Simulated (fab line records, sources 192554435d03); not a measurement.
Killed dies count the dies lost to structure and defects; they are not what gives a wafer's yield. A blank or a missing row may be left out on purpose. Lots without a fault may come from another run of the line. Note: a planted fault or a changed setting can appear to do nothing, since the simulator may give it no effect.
Problem report, 8D (eight disciplines) form, completed by code | flow n5_finfet | the parts of the form that need people (team, actions taken, sign-off) are left out

## 1. WHAT WENT WRONG
At N5_MOL_CONTACT_COAG_COAT_103, plate_temp_C averages 240.75 C over 9 wafers from 3 lots, while fault-free wafers read 250.02 C, standard deviation 0.17. That is -55 standard deviations from the usual mean.
The step: time 60 s, resist thk 80 nm.
First observed at day 5 16:30: wafer L663.1, on litho_track-04. The record has a number at this step for 27 wafers belonging to 9 lots. The rule behind "out" and "out of limits": a value lying over 4 standard deviations away from the usual mean. The rest of the wafers with a number are treated as sound.

## 2. WHAT IT IS, WHAT IT ISN'T
question                    | is                                 | is not
which readings at this step | plate_temp_C, heater_power_total_W | exhaust_pa
which lots                  | L663, L666, L669                   | L661, L665, L670, L676, L679, L682
which wafers of those lots  | all that have a number             | -
read on which tools         | litho_track-04                     | litho_track-01, litho_track-03
when                        | from day 5 16:30                   | up to then (3 sound wafers); but 15 sound wafers of L665, L670, L676, L679, L682 came after

## 3. SUSPECTS, AND WHAT RULES EACH OUT
Counting: a tool at a process step up to the reading stays a suspect if it ran every lot that is out and no sound lot after the first of them.
- litho_track-04 at N5_MOL_CONTACT_COAG_COAT_103 (time 60 s, resist thk 80 nm): ruled out as a lasting fault. After its first lot that is out, L663 (day 5 16:30), sound lots L679 ran on it.
Left after counting: nothing in the record.

## 4. THE CAUSE (what the simulator had put in)
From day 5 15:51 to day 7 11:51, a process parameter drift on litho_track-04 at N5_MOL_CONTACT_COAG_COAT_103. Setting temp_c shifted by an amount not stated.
Counting ruled it out, wrongly.

## 5. THE EFFECT CHAIN, in route order
Rows list readings where the struck wafers' mean (over those with a number) sits beyond 3 standard deviations from the usual. Scope: only readings with a usual standard deviation given in the record; hours: median across lots of the time from each lot's start at the first step in this table that gives one to its start at this step; sigmas: change in usual standard deviations.
hours | step                         | reading              | usual    | on struck wafers | change | sigmas
0     | N5_MOL_CONTACT_COAG_COAT_103 | heater_power_total_W | 500.2 W  | 477.5            | -22.7  | -12
0     | N5_MOL_CONTACT_COAG_COAT_103 | plate_temp_C         | 250.02 C | 240.75           | -9.27  | -55
Its process steps:
- N5_MOL_CONTACT_COAG_COAT_103: time 60 s, resist thk 80 nm.
Later measuring or inspecting steps at which every struck wafer that the step has a row for has a number for every such reading, and none has moved that far: N5_BEOL_M4_RC_MEAS_101.

## 6. WHAT WOULD HAVE CAUGHT IT SOONER
In this record the first reading out of limits was taken at day 5 16:30, 1 hour after the fault began at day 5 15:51.
